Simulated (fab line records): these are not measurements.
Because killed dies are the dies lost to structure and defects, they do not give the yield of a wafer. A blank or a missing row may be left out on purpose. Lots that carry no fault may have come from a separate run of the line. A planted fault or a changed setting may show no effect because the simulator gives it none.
fab line records ; flow n5_finfet
[record] lots = 5; wafers = 15; last_day = 16
route steps=1938 shown DUMMY_GATE@248 SPACER0@258 SD_EPI_N@262 PASSIVATION@1936
lots that met no fault: from a run of the same line without faults
start_h: hours from the record's opening day to when the first of the lot's shown wafers began ; wait_h: time in hours since the lot's previous step ; " unchanged from the row above ; L1.1+2: several wafers, shown together as one row ; - no value, or no start given ; * or withheld: withheld ; < > ~ a bound
route shown NAME@n: names a module that has steps shown in the file, with the first one's number in the route ; usual: average and standard deviation across the fault-free wafers ; same: alike in all rows ; chamber/n: place in a boat ; sites: each site's reading ; _std_site: standard deviation across them ; _edge_site: outer sites' mean less inner sites' ; radius_mm: for every site, how far away it sits from the centre of the wafer ; mask NAME#n: copy n ; behind: the most recent tool/chamber to have shaped the wafer ; hold: what put the lot on hold/how long, in hours/how the hold closed ; device: the n, p or np transistor that did not switch ; end of line: the tests these same wafers got at the end of their route ; where a step has no rows: the recipe by itself ; killed: dies that structure and defects cost at the first sort, which is not the same as the wafer's yield ; map: a wafer's dies, marking killed ones x, the rest . and places with no die _
set.NAME: setting as actually run; set.NAME@STEP: the setting as run at that earlier step ; model.NAME: the simulator's own value behind a step, which no gauge read
certain route steps with their lots: each step a table, each wafer a row
services: the hour from which a tool's chamber was out of use, counted from the record's first day as start_h (under 0 if before that day), plus the number of hours and why
[[steps]]
[step N5_DUMMY_GATE_ETCH_44]
[recipe] chemistry = HBr/O2; over_etch_frac = 0.7; target_depth_a = 1275; stop_on = SiO2; ion_energy_ev = 60; bias_w = 20; target = poly-Si; mask_material = SiO2; pressure_mtorr = 20; icp_w = 400; HBr_flow_sccm = 120; O2_flow_sccm = 10
[step N5_DUMMY_GATE_ETCH_42]
[recipe] chemistry = CHF3/O2; target = SiO2; target_depth_a = 35; time_s = 31; ion_energy_ev = 30; bias_w = 12; pressure_mtorr = 30; source_w = 600; Ar_flow_sccm = 200; CHF3_flow_sccm = 50; O2_flow_sccm = 5
[step N5_DUMMY_GATE_STRIP_48]
[recipe] chemistry = N2/H2; time_s = 20; power_w = 100; temp_c = 40; pressure_mtorr = 100; rf_frequency_hz = 6e+07; bias_power_w = 3; n2_flow_sccm = 300; h2_flow_sccm = 300
[step N5_DUMMY_GATE_PRECLEAN_33]
[recipe] chemistry = dHF; time_s = 10; dilution = 750:1; temp_c = 25
[step N5_DUMMY_GATE_PRECLEAN_25]
[recipe] chemistry = O3/DIW; time_s = 45; temp_c = 22; o3_ppm = 10
[step N5_DUMMY_GATE_PRECLEAN_51]
[recipe] chemistry = SC2; time_s = 45; temp_c = 35; mix = 1:1:50
[step N5_DUMMY_GATE_SRD_26]
[recipe] dry = ipa_marangoni; time_s = 30; temp_c = 23; rinse_liquid = diw
[step N5_DUMMY_GATE_UV_OZONE_45]
[recipe] time_s = 120; pressure_torr = 760; temp_c = 25
[step N5_SPACER0_ALD_07]
[recipe] material = SiNx; target_thk_a = 20; temp_c = 400; ald_precursor_family = SiH2I2; ald_co_reactant = N2/H2-plasma; pressure_torr = 2
[step N5_SPACER0_ALD_00]
[recipe] material = SiOCN; target_thk_a = 35; temp_c = 400; ald_precursor_family = alkyl-aminosilane; ald_co_reactant = O2/N2-plasma; pulse_time_s = 3; purge_time_s = 2; co_reactant_purge_time_s = 2; ald_cycles = 58; pressure_torr = 2
[step N5_SPACER0_ALD_08]
[recipe] material = SiNx; target_thk_a = 20; temp_c = 400; ald_precursor_family = SiH2I2; ald_co_reactant = N2/H2-plasma; pressure_torr = 2
[usual] heater_power_outer_w = 516/45; heater_power_w = 846/64
lot.wafer;tool;chamber;start_h;wait_h;heater_power_outer_w;heater_power_w
L392.2;ald_sin-03;1;66.05;0.1;468;785
L392.3;ald_sin-03;0;66.05;0.1;592;894
L392.5;ald_sin-03;0;66.05;0.1;570;899
L393.1;ald_sin-02;2;78.36;0.1;521;829
L393.3;ald_sin-02;0;78.36;0.1;490;817
L393.5;ald_sin-02;1;78.36;0.1;424;695
L393.1;ald_sin-02;2;78.65;0.2;517;859
L393.3;ald_sin-02;0;78.65;0.2;497;786
L393.5;ald_sin-02;1;78.65;0.2;420;697
L396.3;ald_sin-04;2;91.75;0.1;593;926
L396.4;ald_sin-04;0;91.75;0.1;512;854
L396.5;ald_sin-04;0;91.75;0.1;501;860
L396.3;ald_sin-04;2;92.04;0.2;594;932
L396.4;ald_sin-04;0;92.04;0.2;523;864
L396.5;ald_sin-04;0;92.04;0.2;509;862
L401.2;ald_sin-02;0;125.46;0.1;467;799
L401.4;ald_sin-02;1;125.46;0.1;452;744
L401.6;ald_sin-02;1;125.46;0.1;451;745
L401.2;ald_sin-02;0;127.12;1.6;472;795
L401.4;ald_sin-02;1;127.12;1.6;454;750
L401.6;ald_sin-02;1;127.12;1.6;440;727
L407.1;ald_sin-03;0;154.99;0.1;589;913
L407.2;ald_sin-03;2;154.99;0.1;549;903
L407.4;ald_sin-03;3;154.99;0.1;441;719
[step N5_SD_EPI_N_COAT_32]
[recipe] resist = SOC; temp_c = 250; time_s = 60; spin_rpm = 1500; resist_thk_nm = 350
[step N5_SD_EPI_N_COAT_33]
[recipe] resist = SiARC; temp_c = 220; time_s = 60; spin_rpm = 1500; resist_thk_nm = 35
[step N5_SD_EPI_N_COAT_03]
[recipe] resist = CAR-ArF-block; spin_rpm = 1500; resist_thk_nm = 150
[step N5_SD_EPI_N_EBR_05]
[recipe] solvent = PGMEA; ebr_width_mm = 1.5
[step N5_SD_EPI_N_SOFTBAKE_04]
[recipe] temp_c = 110; time_s = 60; resist = CAR-ArF-block
[step N5_SD_EPI_N_EXPOSE_06]
[recipe] mask_id = SD_N_BLK; na = 1.35; source_shape = conventional; sigma_outer = 0.8; polarization = unpolarized; target_cd_nm = 120; dose_mj = 39.75
[step N5_SD_EPI_N_PEB_07]
[recipe] peb_temp_c = 110; peb_time_s = 60; resist = CAR-ArF-block
[step N5_SD_EPI_N_DEVELOP_08]
[recipe] develop_time_s = 30; developer = TMAH; resist = CAR-ArF-block; dev_temp_c = 23; rinse_liquid = diw; dry = air_spin
[step N5_SD_EPI_N_DESCUM_14]
[recipe] chemistry = O2; time_s = 7.9; source_power_w = 50; bias_power_w = 20; pressure_mtorr = 20; rf_frequency_hz = 2.712e+07; temp_c = 40; resist = CAR-ArF-block; o2_flow_sccm = 225
[step N5_SD_EPI_N_ETCH_34]
[recipe] chemistry = CF4; target = SiARC; target_depth_a = 455; mask_material = CAR-ArF-block; time_s = 75.8; ion_energy_ev = 80; pressure_mtorr = 40; source_w = 545; bias_w = 36; Ar_flow_sccm = 100; cf4_flow_sccm = 100; ends = cleared
[step N5_SD_EPI_N_ETCH_35]
[recipe] chemistry = N2/H2; target = SOC; overetch_a = 1080; mask_material = SiARC; temp_c = 40; ion_energy_ev = 100; source_w = 3000; bias_w = 133; pressure_mtorr = 20; time_s = 486; n2_flow_sccm = 200; h2_flow_sccm = 200
[step N5_SD_EPI_N_STRIP_36]
[recipe] chemistry = N2/H2; temp_c = 40; n2_flow_sccm = 200; h2_flow_sccm = 200; rf_frequency_hz = 6e+07
[step N5_SD_EPI_N_ETCHBACK_44]
[recipe] chemistry = CH3F/O2; mode = anisotropic_etchback; target = SiNx; target_depth_a = 145; stop_on = SiO2; over_etch_frac = 0.3; ion_energy_ev = 120; pressure_mtorr = 30; source_w = 395; bias_w = 73; Ar_flow_sccm = 150; CH3F_flow_sccm = 30; O2_flow_sccm = 20
[step N5_SD_EPI_N_ETCH_45]
[recipe] chemistry = CH3F/O2; target = SiOCN; target_depth_a = 60; mask_material = SOC; ion_energy_ev = 60; bias_w = 29; pressure_mtorr = 15; source_w = 410; Ar_flow_sccm = 150; CH3F_flow_sccm = 30; O2_flow_sccm = 20
[step N5_SD_EPI_N_ETCH_16]
[recipe] chemistry = CHF3/O2; target = SiO2; target_depth_a = 50; mask_material = SOC; pressure_mtorr = 30; source_w = 650; bias_w = 170; Ar_flow_sccm = 200; CHF3_flow_sccm = 50; O2_flow_sccm = 5; ion_energy_ev = 200
[step N5_SD_EPI_N_STRIP_47]
[recipe] chemistry = CHF3/O2; resist = SiARC; rf_frequency_hz = 6e+07
[step N5_SD_EPI_N_SD_RECESS_17]
[recipe] chemistry = HBr/Cl2/O2; target_depth_a = 410; mask_material = SOC; time_s = 23.7; bt_time_s = 3; pressure_mtorr = 10; icp_w = 800; bias_w = 112; HBr_flow_sccm = 150; Cl2_flow_sccm = 80; O2_flow_sccm = 12
[step N5_SD_EPI_N_STRIP_38]
[recipe] chemistry = N2/H2; power_w = 1000; temp_c = 250; h2_frac = 0.65; overash_fraction = 0.3; pressure_mtorr = withheld; n2_flow_sccm = 1750; h2_flow_sccm = 3250
[step N5_SD_EPI_N_WET_ETCH_43]
[recipe] chemistry = dHF; dilution = withheld; time_s = 14; target = SiO2; target_depth_a = 15; temp_c = 25
lot.wafer;tool;chamber;start_h;wait_h;model.SiNx_of_SPACER0_ALD_08.thk_nm
L392.2+3+5;wet_bench-06;4,0,3;67.57;-;1.6
L393.1;wet_bench-04;1;80.40;-;3.4
L393.3+5;wet_bench-04;3,0;80.40;-;3.6
L396.3+4;wet_bench-04;1,5;93.52;-;3.6
L396.5;wet_bench-04;6;93.52;-;3.4
L401.2+4+6;wet_bench-06;7,0,2;129.01;-;3.6
L407.1+2+4;wet_bench-06;2,5,4;156.50;-;1.6
[step N5_SD_EPI_N_STRIP_18]
[recipe] chemistry = SPM; time_s = 750; temp_c = 130; h2so4_h2o2_vol_ratio = 4
[step N5_PASSIVATION_PROBE_49]
[usual] killed_at_M0_to_M3 = 35/12; killed_at_M4_up = 13/5.8; killed_at_contacts = 12/5.5; killed_at_front_end = 36/9.9; killed_at_other = 4/3.7; killed_dies = 101/18; killed_open = 66/13; killed_short = 33/8
[same] gross_dies = 1180; killed_at_back_side = 0
lot.wafer;tool;chamber;start_h;wait_h;killed_at_M0_to_M3;killed_at_M4_up;killed_at_contacts;killed_at_front_end;killed_at_other;killed_dies;killed_open;killed_short
L393.1;prober-02;-;308.10;0.0;52;11;11;46;1;121;76;40
L393.3;prober-02;-;308.20;0.1;38;9;7;44;5;103;62;39
L393.5;prober-02;-;308.30;0.2;37;14;5;35;7;98;63;34
L401.2;prober-01;-;386.05;0.1;23;12;3;43;1;82;50;29
L401.4;prober-01;-;386.15;0.2;34;9;5;28;1;77;54;21
L401.6;prober-01;-;386.25;0.3;25;8;8;39;4;84;49;28
// killed by level:class
L393.1 BEOL_M0_SAQP:geometric_particle:short=19 BEOL_M0_SAQP:geometric_particle:open=18 FIN_SAQP:geometric_particle:open=12 STI_FIN_REVEAL:geometric_particle:open=9 MOL_CONTACT_COAG:geometric_particle:open=7 FIN_SAQP:geometric_particle:short=5 MOL_CONTACT_COAG:geometric_particle:short=4 BEOL_M4:geometric_particle:open=4
L393.3 BEOL_M0_SAQP:geometric_particle:short=14 STI_FIN_REVEAL:geometric_particle:open=13 FIN_SAQP:geometric_particle:short=9 BEOL_M3:geometric_particle:open=9 FIN_SAQP:geometric_particle:open=8 BEOL_M0_SAQP:geometric_particle:open=7 BEOL_M1:geometric_particle:open=6 MOL_CONTACT_COAG:geometric_particle:open=5
L393.5 BEOL_M0_SAQP:geometric_particle:open=12 BEOL_M0_SAQP:geometric_particle:short=11 FIN_SAQP:geometric_particle:open=9 FIN_SAQP:geometric_particle:short=6 DUMMY_GATE:geometric_particle:open=6 MOL_CONTACT_COAG:geometric_particle:open=5 BEOL_M5:geometric_particle:open=4 BEOL_M7:geometric_particle:open=4
L401.2 FIN_SAQP:geometric_particle:open=7 GATE_CUT:geometric_particle:short=7 BEOL_M3:geometric_particle:open=7 SPACER0:geometric_particle:open=6 BEOL_M1:geometric_particle:open=6 DUMMY_GATE:geometric_particle:short=4 SPACER0:geometric_particle:short=4 BEOL_M5:geometric_particle:open=4
L401.4 BEOL_M0_SAQP:geometric_particle:open=9 STI_FIN_REVEAL:geometric_particle:open=8 BEOL_M0_SAQP:geometric_particle:short=8 DUMMY_GATE:geometric_particle:open=7 BEOL_M2:geometric_particle:open=5 BEOL_M3:geometric_particle:open=5 MOL_CONTACT_COAG:geometric_particle:open=4 BEOL_M5:geometric_particle:open=4
L401.6 DUMMY_GATE:geometric_particle:open=8 MOL_CONTACT_COAG:geometric_particle:open=7 BEOL_M3:geometric_particle:open=7 FIN_SAQP:geometric_particle:short=6 HKMG_FIN:area_etch=6 BEOL_M0_SAQP:geometric_particle:open=5 BEOL_M0_SAQP:geometric_particle:short=5 SPACER0:geometric_particle:open=4
[[services]]
tool;chamber;start_h;hours;kind
ald_sin-04;-;52.01;14.6;pm
ald_sin-02;3;59.29;8.1;repair
ald_sin-03;2;85.31;13.8;repair
ald_sin-02;-;85.84;14.0;pm
ald_sin-02;0;85.84;14.0;vent_cycle
ald_sin-02;1;85.84;14.0;vent_cycle
ald_sin-02;2;85.84;14.0;vent_cycle
ald_sin-02;3;85.84;14.0;vent_cycle
ald_sin-02;0;99.84;-;clean
ald_sin-02;1;99.84;-;clean
ald_sin-02;2;99.84;-;clean
ald_sin-02;3;99.84;-;clean
ald_sin-04;-;115.57;6.1;pm
wet_bench-04;-;142.64;4.4;pm
ald_sin-02;-;150.28;6.0;pm
[[key]]
[first_sign] step = N5_SPACER0_ALD_08; reading = visit; direction = added
effect none on later readings
[model_effect] step = N5_SD_EPI_N_WET_ETCH_43; value = SiNx_of_SPACER0_ALD_08.thk_nm; without = 1.6; struck = 3.556
met_at N5_SPACER0_ALD_08
struck_wafers L393.1,L393.3,L393.5,L396.3,L396.4,L396.5,L401.2,L401.4,L401.6
tester_left_out L393,L396,L401
[fault] kind = repeated_step_whole; tool = ald_sin-02,ald_sin-03,ald_sin-04; chamber = -; onset_h = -; steps = N5_SPACER0_ALD_08; times = 1; scope = struck_lots_only
// tester_left_out: of these lots the tester's yield and bins aren't shown, on N5 and GAA mostly nor the transistor test; their killed dies are dies lost to structure and defects alone, not to doping, threshold or leakage, so they don't give the yield
